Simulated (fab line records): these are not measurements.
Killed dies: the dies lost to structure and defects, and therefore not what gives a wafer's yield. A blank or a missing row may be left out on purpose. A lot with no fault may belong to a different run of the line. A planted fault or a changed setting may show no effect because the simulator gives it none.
Chamber matching ; flow n5_finfet ; N5_BEOL_M14_TRENCH_ETCH_34 on rie_diel-04: 4 sister chambers
The step etches SiO2 in C4F8/O2/Ar, target depth 556.65 nm, time 126.9 s. 4 wafers are shown with their chamber, then 9 later ones without.

== EACH WAFER AND ITS CHAMBER ==
wafer;chamber;showerhead_plenum_p_Torr (Torr)
L082.1;2;3.36
L086.1;0;3.53
L086.2;3;3.44
L086.4;1;3.24

== WAFERS WITHOUT THEIR CHAMBER ==
wafer;showerhead_plenum_p_Torr (Torr)
L085.3;3.35
L085.4;3.24
L085.5;3.53
L092.1;3.35
L092.2;3.43
L092.5;3.35
L096.3;3.51
L096.5;3.51
L096.6;3.34

== EACH ONE'S CHAMBER ==
wafer;from the rows above;in truth
L085.3;2;2
L085.4;1;1
L085.5;0;0
L092.1;2;2
L092.2;3;3
L092.5;2;2
L096.3;0;0
L096.5;0;0
L096.6;2;2
Placed correctly: 9 of 9. From these rows, 0 cannot be placed. Placed wrongly: 0.
How it was worked out, from the rows above alone: a wafer's distance from a chamber is the root of the sum, over the readings, of the square of ((its reading less the chamber's mean) divided by the reading's scatter). If the next closest chamber is less than 2 further off than the closest, the wafer can't be placed; otherwise it belongs to the closest. Each chamber's mean is taken over the wafers shown for it. The scatter: root of mean squared gap, hidden wafer to nearest shown wafer, with one shown wafer a chamber.
